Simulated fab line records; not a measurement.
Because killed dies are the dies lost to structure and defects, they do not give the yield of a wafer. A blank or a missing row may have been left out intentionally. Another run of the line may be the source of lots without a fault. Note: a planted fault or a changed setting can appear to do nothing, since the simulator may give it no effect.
Which tool is to blame? || flow n5Finfet || 10 lots, 30 wafers sampled, at 5 steps of a route of 1938

== WHAT THE GAUGES READ, wafer by wafer ==
Not one reading of a measure or inspect step in the record can be checked against a usual standard deviation.

== WHAT TOOL EACH LOT RAN ON (gives the tool, then ch and the chambers of the sampled wafers, and finally the start) ==
{"lot": "L847", "N5_BEOL_M8_HM_DEP_02": "pvdSputter-01, day 9 02:38", "N5_BEOL_M8_DESCUM_33": "rieDiel-03 ch 0,1,2, day 9 06:15", "N5_BEOL_M8_ETCH_65": "rieDiel-03 ch 0,1,2, day 9 06:19", "N5_BEOL_M8_STRIP_36": "rieDiel-03 ch 0,1,2, day 9 06:29", "N5_PASSIVATION_PROBE_49": "-"}
{"lot": "L849", "N5_BEOL_M8_HM_DEP_02": "pvdSputter-02, day 9 14:50", "N5_BEOL_M8_DESCUM_33": "rieDiel-03 ch 1,3, day 9 16:34", "N5_BEOL_M8_ETCH_65": "rieDiel-03 ch 1,3, day 9 16:38", "N5_BEOL_M8_STRIP_36": "rieDiel-03 ch 1,3, day 9 16:49", "N5_PASSIVATION_PROBE_49": "-"}
{"lot": "L850", "N5_BEOL_M8_HM_DEP_02": "pvdSputter-02, day 10 05:31", "N5_BEOL_M8_DESCUM_33": "rieDiel-04 ch 0,2,3, day 10 07:20", "N5_BEOL_M8_ETCH_65": "rieDiel-04 ch 0,2,3, day 10 07:23", "N5_BEOL_M8_STRIP_36": "rieDiel-04 ch 0,2,3, day 10 07:34", "N5_PASSIVATION_PROBE_49": "-"}
{"lot": "L857", "N5_BEOL_M8_HM_DEP_02": "pvdSputter-02, day 12 08:17", "N5_BEOL_M8_DESCUM_33": "rieDiel-03 ch 0,3, day 12 11:07", "N5_BEOL_M8_ETCH_65": "rieDiel-03 ch 0,3, day 12 11:10", "N5_BEOL_M8_STRIP_36": "rieDiel-03 ch 0,3, day 12 11:21", "N5_PASSIVATION_PROBE_49": "-"}
{"lot": "L860", "N5_BEOL_M8_HM_DEP_02": "pvdSputter-01, day 12 11:14", "N5_BEOL_M8_DESCUM_33": "rieDiel-03 ch 0,1,2, day 12 13:00", "N5_BEOL_M8_ETCH_65": "rieDiel-03 ch 0,1,2, day 12 13:03", "N5_BEOL_M8_STRIP_36": "rieDiel-03 ch 0,1,2, day 12 13:14", "N5_PASSIVATION_PROBE_49": "prober-02, day 15 18:46"}
{"lot": "L864", "N5_BEOL_M8_HM_DEP_02": "pvdSputter-03, day 13 12:25", "N5_BEOL_M8_DESCUM_33": "rieDiel-04 ch 1,2,3, day 13 14:42", "N5_BEOL_M8_ETCH_65": "rieDiel-04 ch 1,2,3, day 13 14:45", "N5_BEOL_M8_STRIP_36": "rieDiel-04 ch 1,2,3, day 13 14:56", "N5_PASSIVATION_PROBE_49": "-"}
{"lot": "L865", "N5_BEOL_M8_HM_DEP_02": "pvdSputter-02, day 14 04:43", "N5_BEOL_M8_DESCUM_33": "rieDiel-06 ch 0,1,2, day 14 09:16", "N5_BEOL_M8_ETCH_65": "rieDiel-06 ch 0,1,2, day 14 09:19", "N5_BEOL_M8_STRIP_36": "rieDiel-06 ch 0,1,2, day 14 09:30", "N5_PASSIVATION_PROBE_49": "-"}
{"lot": "L868", "N5_BEOL_M8_HM_DEP_02": "pvdSputter-02, day 14 13:24", "N5_BEOL_M8_DESCUM_33": "rieDiel-06 ch 0,2,3, day 14 16:04", "N5_BEOL_M8_ETCH_65": "rieDiel-06 ch 0,2,3, day 14 16:07", "N5_BEOL_M8_STRIP_36": "rieDiel-06 ch 0,2,3, day 14 16:17", "N5_PASSIVATION_PROBE_49": "-"}
{"lot": "L866", "N5_BEOL_M8_HM_DEP_02": "pvdSputter-03, day 14 17:07", "N5_BEOL_M8_DESCUM_33": "rieDiel-06 ch 0,1,3, day 14 19:38", "N5_BEOL_M8_ETCH_65": "rieDiel-06 ch 0,1,3, day 14 19:41", "N5_BEOL_M8_STRIP_36": "rieDiel-06 ch 0,1,3, day 14 19:52", "N5_PASSIVATION_PROBE_49": "-"}
{"lot": "L869", "N5_BEOL_M8_HM_DEP_02": "pvdSputter-03, day 15 04:49", "N5_BEOL_M8_DESCUM_33": "rieDiel-04 ch 2,3, day 15 07:50", "N5_BEOL_M8_ETCH_65": "rieDiel-04 ch 2,3, day 15 07:53", "N5_BEOL_M8_STRIP_36": "rieDiel-04 ch 2,3, day 15 08:04", "N5_PASSIVATION_PROBE_49": "-"}
- N5_BEOL_M8_HM_DEP_02: deposits TiN, target thk 20 nm.
- N5_BEOL_M8_DESCUM_33: chemistry O2, time 7 s.
- N5_BEOL_M8_ETCH_65: etches SiARC in CF4, target depth 15.6 nm, time 26 s.
- N5_BEOL_M8_STRIP_36: strips in N2/H2.
- N5_PASSIVATION_PROBE_49

== WHAT THE TOOLS THEMSELVES READ (means of the sampled wafers that have a number; where no wafer has one, the mark that the record gives instead) ==
N5_BEOL_M8_HM_DEP_02. Usual: susceptorTempC 25.00 C, standard deviation 0.1; throttleValvePct 30.2 %, standard deviation 0.68.
{"lot": "L847", "tool": "pvdSputter-01", "susceptorTempC (C)": 25.05, "throttleValvePct (%)": 29.9, "flag": ""}
{"lot": "L849", "tool": "pvdSputter-02", "susceptorTempC (C)": 24.97, "throttleValvePct (%)": 30.7, "flag": ""}
{"lot": "L850", "tool": "pvdSputter-02", "susceptorTempC (C)": 25.00, "throttleValvePct (%)": 30.3, "flag": ""}
{"lot": "L857", "tool": "pvdSputter-02", "susceptorTempC (C)": 25.08, "throttleValvePct (%)": 30.7, "flag": ""}
{"lot": "L860", "tool": "pvdSputter-01", "susceptorTempC (C)": 24.91, "throttleValvePct (%)": 29.9, "flag": ""}
{"lot": "L864", "tool": "pvdSputter-03", "susceptorTempC (C)": 25.01, "throttleValvePct (%)": 29.7, "flag": ""}
{"lot": "L865", "tool": "pvdSputter-02", "susceptorTempC (C)": 25.10, "throttleValvePct (%)": 31.0, "flag": ""}
{"lot": "L868", "tool": "pvdSputter-02", "susceptorTempC (C)": 24.88, "throttleValvePct (%)": 30.7, "flag": ""}
{"lot": "L866", "tool": "pvdSputter-03", "susceptorTempC (C)": 24.93, "throttleValvePct (%)": 31.1, "flag": ""}
{"lot": "L869", "tool": "pvdSputter-03", "susceptorTempC (C)": 25.14, "throttleValvePct (%)": 30.3, "flag": ""}

N5_BEOL_M8_DESCUM_33. Usual: drypumpMotorCurrentA 5.7 A, standard deviation 0.71; o2FlowSccm 225.0 sccm, standard deviation 0.64; oesProductAu 0.83 a.u., standard deviation 0.066; rfVppV 242.6 V, standard deviation 1.5; showerheadPlenumPTorr 2.07 Torr, standard deviation 0.08; throttleValvePct 20.42 %, standard deviation 0.2.
{"lot": "L847", "tool": "rieDiel-03", "drypumpMotorCurrentA (A)": 5.4, "o2FlowSccm (sccm)": 225.0, "oesProductAu (a.u.)": 0.82, "rfVppV (V)": 241.3, "showerheadPlenumPTorr (Torr)": 2.06, "throttleValvePct (%)": 20.48, "flag": ""}
{"lot": "L849", "tool": "rieDiel-03", "drypumpMotorCurrentA (A)": 6.5, "o2FlowSccm (sccm)": 225.6, "oesProductAu (a.u.)": 0.83, "rfVppV (V)": 244.0, "showerheadPlenumPTorr (Torr)": 2.14, "throttleValvePct (%)": 20.28, "flag": ""}
{"lot": "L850", "tool": "rieDiel-04", "drypumpMotorCurrentA (A)": 5.7, "o2FlowSccm (sccm)": 224.8, "oesProductAu (a.u.)": 0.76, "rfVppV (V)": 242.2, "showerheadPlenumPTorr (Torr)": 2.03, "throttleValvePct (%)": 20.58, "flag": ""}
{"lot": "L857", "tool": "rieDiel-03", "drypumpMotorCurrentA (A)": 6.0, "o2FlowSccm (sccm)": 225.8, "oesProductAu (a.u.)": 0.85, "rfVppV (V)": 244.7, "showerheadPlenumPTorr (Torr)": 2.19, "throttleValvePct (%)": 20.33, "flag": ""}
{"lot": "L860", "tool": "rieDiel-03", "drypumpMotorCurrentA (A)": 5.4, "o2FlowSccm (sccm)": 224.7, "oesProductAu (a.u.)": 0.88, "rfVppV (V)": 243.6, "showerheadPlenumPTorr (Torr)": 2.14, "throttleValvePct (%)": 20.40, "flag": ""}
{"lot": "L864", "tool": "rieDiel-04", "drypumpMotorCurrentA (A)": 5.8, "o2FlowSccm (sccm)": 225.0, "oesProductAu (a.u.)": 0.85, "rfVppV (V)": 242.2, "showerheadPlenumPTorr (Torr)": 2.04, "throttleValvePct (%)": 20.45, "flag": ""}
{"lot": "L865", "tool": "rieDiel-06", "drypumpMotorCurrentA (A)": 5.2, "o2FlowSccm (sccm)": 225.3, "oesProductAu (a.u.)": 0.84, "rfVppV (V)": 243.2, "showerheadPlenumPTorr (Torr)": 2.07, "throttleValvePct (%)": 20.38, "flag": ""}
{"lot": "L868", "tool": "rieDiel-06", "drypumpMotorCurrentA (A)": 5.8, "o2FlowSccm (sccm)": 224.9, "oesProductAu (a.u.)": 0.86, "rfVppV (V)": 243.1, "showerheadPlenumPTorr (Torr)": 2.09, "throttleValvePct (%)": 20.43, "flag": ""}
{"lot": "L866", "tool": "rieDiel-06", "drypumpMotorCurrentA (A)": 5.6, "o2FlowSccm (sccm)": 225.2, "oesProductAu (a.u.)": 0.81, "rfVppV (V)": 241.7, "showerheadPlenumPTorr (Torr)": 2.02, "throttleValvePct (%)": 20.48, "flag": ""}
{"lot": "L869", "tool": "rieDiel-04", "drypumpMotorCurrentA (A)": 5.8, "o2FlowSccm (sccm)": 224.8, "oesProductAu (a.u.)": 0.86, "rfVppV (V)": 242.4, "showerheadPlenumPTorr (Torr)": 2.03, "throttleValvePct (%)": 20.40, "flag": ""}

N5_BEOL_M8_ETCH_65. Usual: cf4FlowSccm is 100.0 sccm with standard deviation 0.31, drypumpMotorCurrentA is 5.7 A with standard deviation 0.71, etchRfOnTimeS is 26.0 s with standard deviation 0.59, oesProductAu is 0.71 a.u. with standard deviation 0.056, rfVppV is 183.7 V with standard deviation 1.2, showerheadPlenumPTorr is 2.12 Torr with standard deviation 0.077, and throttleValvePct is 15.58 % with standard deviation 0.2.
{"lot": "L847", "tool": "rieDiel-03", "cf4FlowSccm (sccm)": 99.8, "drypumpMotorCurrentA (A)": 5.5, "etchRfOnTimeS (s)": 25.5, "oesProductAu (a.u.)": 0.70, "rfVppV (V)": 184.4, "showerheadPlenumPTorr (Torr)": 2.10, "throttleValvePct (%)": 15.60, "flag": ""}
{"lot": "L849", "tool": "rieDiel-03", "cf4FlowSccm (sccm)": 100.1, "drypumpMotorCurrentA (A)": 6.5, "etchRfOnTimeS (s)": 25.5, "oesProductAu (a.u.)": 0.70, "rfVppV (V)": 184.8, "showerheadPlenumPTorr (Torr)": 2.19, "throttleValvePct (%)": 15.52, "flag": ""}
{"lot": "L850", "tool": "rieDiel-04", "cf4FlowSccm (sccm)": 100.2, "drypumpMotorCurrentA (A)": 5.7, "etchRfOnTimeS (s)": 25.6, "oesProductAu (a.u.)": 0.65, "rfVppV (V)": 183.8, "showerheadPlenumPTorr (Torr)": 2.09, "throttleValvePct (%)": 15.81, "flag": ""}
{"lot": "L857", "tool": "rieDiel-03", "cf4FlowSccm (sccm)": 100.0, "drypumpMotorCurrentA (A)": 6.0, "etchRfOnTimeS (s)": 31.9, "oesProductAu (a.u.)": 0.66, "rfVppV (V)": 184.0, "showerheadPlenumPTorr (Torr)": 2.23, "throttleValvePct (%)": 15.49, "flag": "OFF"}
{"lot": "L860", "tool": "rieDiel-03", "cf4FlowSccm (sccm)": 99.8, "drypumpMotorCurrentA (A)": 5.5, "etchRfOnTimeS (s)": 32.4, "oesProductAu (a.u.)": 0.70, "rfVppV (V)": 184.4, "showerheadPlenumPTorr (Torr)": 2.18, "throttleValvePct (%)": 15.48, "flag": "OFF"}
{"lot": "L864", "tool": "rieDiel-04", "cf4FlowSccm (sccm)": 100.2, "drypumpMotorCurrentA (A)": 5.9, "etchRfOnTimeS (s)": 24.9, "oesProductAu (a.u.)": 0.73, "rfVppV (V)": 183.0, "showerheadPlenumPTorr (Torr)": 2.09, "throttleValvePct (%)": 15.60, "flag": ""}
{"lot": "L865", "tool": "rieDiel-06", "cf4FlowSccm (sccm)": 100.0, "drypumpMotorCurrentA (A)": 5.1, "etchRfOnTimeS (s)": 26.2, "oesProductAu (a.u.)": 0.70, "rfVppV (V)": 183.8, "showerheadPlenumPTorr (Torr)": 2.14, "throttleValvePct (%)": 15.62, "flag": ""}
{"lot": "L868", "tool": "rieDiel-06", "cf4FlowSccm (sccm)": 99.9, "drypumpMotorCurrentA (A)": 5.7, "etchRfOnTimeS (s)": 26.4, "oesProductAu (a.u.)": 0.72, "rfVppV (V)": 183.7, "showerheadPlenumPTorr (Torr)": 2.15, "throttleValvePct (%)": 15.59, "flag": ""}
{"lot": "L866", "tool": "rieDiel-06", "cf4FlowSccm (sccm)": 99.8, "drypumpMotorCurrentA (A)": 5.5, "etchRfOnTimeS (s)": 26.3, "oesProductAu (a.u.)": 0.69, "rfVppV (V)": 183.7, "showerheadPlenumPTorr (Torr)": 2.08, "throttleValvePct (%)": 15.67, "flag": ""}
{"lot": "L869", "tool": "rieDiel-04", "cf4FlowSccm (sccm)": 100.2, "drypumpMotorCurrentA (A)": 5.8, "etchRfOnTimeS (s)": 25.7, "oesProductAu (a.u.)": 0.73, "rfVppV (V)": 183.7, "showerheadPlenumPTorr (Torr)": 2.10, "throttleValvePct (%)": 15.64, "flag": ""}

N5_BEOL_M8_STRIP_36. Usual: drypumpMotorCurrentA 5.7 A, standard deviation 0.71; oesProductAu 0.83 a.u., standard deviation 0.067; rfVppV 59.1 V, standard deviation 1.6; showerheadPlenumPTorr 2.51 Torr, standard deviation 0.095; throttleValvePct 23.70 %, standard deviation 0.26.
{"lot": "L847", "tool": "rieDiel-03", "drypumpMotorCurrentA (A)": 5.5, "oesProductAu (a.u.)": 0.82, "rfVppV (V)": 61.0, "showerheadPlenumPTorr (Torr)": 2.50, "throttleValvePct (%)": 23.82, "flag": ""}
{"lot": "L849", "tool": "rieDiel-03", "drypumpMotorCurrentA (A)": 6.5, "oesProductAu (a.u.)": 0.83, "rfVppV (V)": 58.0, "showerheadPlenumPTorr (Torr)": 2.59, "throttleValvePct (%)": 23.53, "flag": ""}
{"lot": "L850", "tool": "rieDiel-04", "drypumpMotorCurrentA (A)": 5.6, "oesProductAu (a.u.)": 0.75, "rfVppV (V)": 58.4, "showerheadPlenumPTorr (Torr)": 2.46, "throttleValvePct (%)": 23.81, "flag": ""}
{"lot": "L857", "tool": "rieDiel-03", "drypumpMotorCurrentA (A)": 6.0, "oesProductAu (a.u.)": 0.85, "rfVppV (V)": 59.2, "showerheadPlenumPTorr (Torr)": 2.64, "throttleValvePct (%)": 23.39, "flag": ""}
{"lot": "L860", "tool": "rieDiel-03", "drypumpMotorCurrentA (A)": 5.5, "oesProductAu (a.u.)": 0.89, "rfVppV (V)": 58.0, "showerheadPlenumPTorr (Torr)": 2.60, "throttleValvePct (%)": 23.75, "flag": ""}
{"lot": "L864", "tool": "rieDiel-04", "drypumpMotorCurrentA (A)": 5.9, "oesProductAu (a.u.)": 0.84, "rfVppV (V)": 60.1, "showerheadPlenumPTorr (Torr)": 2.46, "throttleValvePct (%)": 23.60, "flag": ""}
{"lot": "L865", "tool": "rieDiel-06", "drypumpMotorCurrentA (A)": 5.2, "oesProductAu (a.u.)": 0.83, "rfVppV (V)": 60.3, "showerheadPlenumPTorr (Torr)": 2.54, "throttleValvePct (%)": 23.87, "flag": ""}
{"lot": "L868", "tool": "rieDiel-06", "drypumpMotorCurrentA (A)": 5.8, "oesProductAu (a.u.)": 0.86, "rfVppV (V)": 59.6, "showerheadPlenumPTorr (Torr)": 2.54, "throttleValvePct (%)": 23.82, "flag": ""}
{"lot": "L866", "tool": "rieDiel-06", "drypumpMotorCurrentA (A)": 5.5, "oesProductAu (a.u.)": 0.80, "rfVppV (V)": 59.5, "showerheadPlenumPTorr (Torr)": 2.45, "throttleValvePct (%)": 23.81, "flag": ""}
{"lot": "L869", "tool": "rieDiel-04", "drypumpMotorCurrentA (A)": 5.7, "oesProductAu (a.u.)": 0.85, "rfVppV (V)": 59.7, "showerheadPlenumPTorr (Torr)": 2.47, "throttleValvePct (%)": 23.67, "flag": ""}

N5_PASSIVATION_PROBE_49. Usual: defectLimitedYield 91.0 %, standard deviation 1.3; killed_at_M0_to_M3 36, standard deviation 9.5; killed_at_M4_up 14, standard deviation 5.6; killedAtContacts 12, standard deviation 6.4; killedAtFrontEnd 40, standard deviation 10; killedAtOther 3.2, standard deviation 3; killedDies 107, standard deviation 15; killedOpen 69, standard deviation 12; killedShort 35, standard deviation 7.7; sort_bin_5_function 5.3 %, standard deviation 0.91; sort_bin_6_memory 3.3 %, standard deviation 0.65; sortNPass 1073, standard deviation 15; sortYieldPct 91.0 %, standard deviation 1.3.
{"lot": "L860", "tool": "prober-02", "defectLimitedYield (%)": 89.3, "killed_at_M0_to_M3": 36, "killed_at_M4_up": 16, "killedAtContacts": 22, "killedAtFrontEnd": 48, "killedAtOther": 4.0, "killedDies": 126, "killedOpen": 82, "killedShort": 37, "sort_bin_5_function (%)": 6.1, "sort_bin_6_memory (%)": 4.4, "sortNPass": 1054, "sortYieldPct (%)": 89.3, "flag": ""}

== THE ANSWER, worked out from the rows above alone ==
Rule: a lot is off if the mean of its wafers that have a number lies more than 3 standard deviations from the usual mean. Also off: a lot with no number at a reading for which 4 or more lots have one. Where the step has rows for the other lots, those lots are counted as sound. First the gauges in route order, then the tools' own readings, where a lot's mean is used as printed above. At the first step where some lot is off, the reading lying furthest off is the one used; lots without a number count as furthest.
Off at N5_BEOL_M8_ETCH_65 (etchRfOnTimeS): L857, L860.
A tool fits if, at that step or a process step before it, it ran every lot that is off, and no sound lot after the first of them. One fits: rieDiel-03 at N5_BEOL_M8_DESCUM_33 and N5_BEOL_M8_ETCH_65. At N5_BEOL_M8_DESCUM_33 its last sound lot is L849 (day 9 16:34), its first lot that is off L857 (day 12 11:07): a fault that began between those two fits.

== WHAT THE SIMULATOR HAD PUT IN ==
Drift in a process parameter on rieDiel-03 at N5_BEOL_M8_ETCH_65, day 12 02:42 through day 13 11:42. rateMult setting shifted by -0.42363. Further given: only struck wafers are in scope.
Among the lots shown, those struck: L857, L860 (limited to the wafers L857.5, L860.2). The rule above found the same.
